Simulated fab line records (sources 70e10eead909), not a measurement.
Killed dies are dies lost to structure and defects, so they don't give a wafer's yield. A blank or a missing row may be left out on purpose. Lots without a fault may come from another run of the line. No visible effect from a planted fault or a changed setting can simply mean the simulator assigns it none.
What tool caused it? + flow nand harc + 21 wafers from 7 lots sampled at 3 of the route's 1302 steps

== WHAT THE GAUGES READ, wafer by wafer ==
NHARC_A_ONON_D1_THK_MEAS_27: measures by ellipsometry.
| lot  | measured     | on            | thk nm (nm)    |
|------|--------------|---------------|----------------|
| L647 | day 8 15:03  | film metro-02 | 994 997 995    |
| L650 | day 10 01:17 | film metro-02 | 1000 998 997   |
| L654 | day 11 11:30 | film metro-02 | 999 998 1001   |
| L658 | day 13 12:04 | film metro-01 | 998 996 996    |
| L661 | day 15 05:26 | film metro-02 | 1014 1015 1014 |
| L667 | day 17 01:04 | film metro-01 | 1816 1816 1817 |
| L669 | day 18 03:03 | film metro-01 | 1004 1004 1005 |

== TOOL THAT RAN EACH LOT (tool first, then ch and the chambers of the sampled wafers, then the start) ==
| lot  | NHARC_A_ZERO_WELL_ETCH_13        | NHARC_A_ONON_D1_DEP_25           |
|------|----------------------------------|----------------------------------|
| L647 | rie si-02 ch 0,2,3, day 7 05:34  | pecvd onon-04 ch 0, day 8 14:39  |
| L650 | rie si-01 ch 2,3, day 8 15:51    | pecvd onon-04 ch 0, day 10 00:50 |
| L654 | rie si-04 ch 1,2,3, day 10 02:16 | pecvd onon-04 ch 0, day 11 10:59 |
| L658 | rie si-01 ch 0,1,3, day 12 02:46 | pecvd onon-02 ch 0, day 13 11:34 |
| L661 | rie si-01 ch 0,1, day 13 20:01   | pecvd onon-04 ch 0, day 15 05:02 |
| L667 | rie si-01 ch 0,1,3, day 15 13:22 | pecvd onon-03 ch 0, day 17 00:33 |
| L669 | rie si-04 ch 0,1,3, day 16 16:16 | pecvd onon-02 ch 0, day 18 02:32 |
- NHARC_A_ZERO_WELL_ETCH_13: etches the open film in HBr/Cl2, target depth 120 nm, time 40.1 s.
- NHARC_A_ONON_D1_DEP_25: target thk 1000 nm.

== THE ANSWER, worked out from the rows above alone ==
Rule: the usual values come from the lots themselves. Put in order of their means at a reading, lots are off if they are a third of the lots or fewer, leave a main group of 4 or more, and stand apart from it by a gap of 3 or more times the standard deviation of the main group's means; of several such gaps the widest counts. If all means in a main group match to the digits the tables above print for the reading, that group is not used. A lot without any number at a reading at which 4 lots or more have one is off too. The other lots that the step has rows for count as sound.
Off, at NHARC_A_ONON_D1_THK_MEAS_27 on thk nm: L667. Main group: mean 1001 nm, sd 6.4.
A tool fits if, at a process step before that reading, it ran every lot that is off, and no sound lot after the first of them. The gauges at NHARC_A_ONON_D1_THK_MEAS_27 are tried like those tools. 2 tools fit, rie si-01 at NHARC_A_ZERO_WELL_ETCH_13 and pecvd onon-03 at NHARC_A_ONON_D1_DEP_25, so this cannot tell which one it is.

== WHAT THE SIMULATOR HAD PUT IN ==
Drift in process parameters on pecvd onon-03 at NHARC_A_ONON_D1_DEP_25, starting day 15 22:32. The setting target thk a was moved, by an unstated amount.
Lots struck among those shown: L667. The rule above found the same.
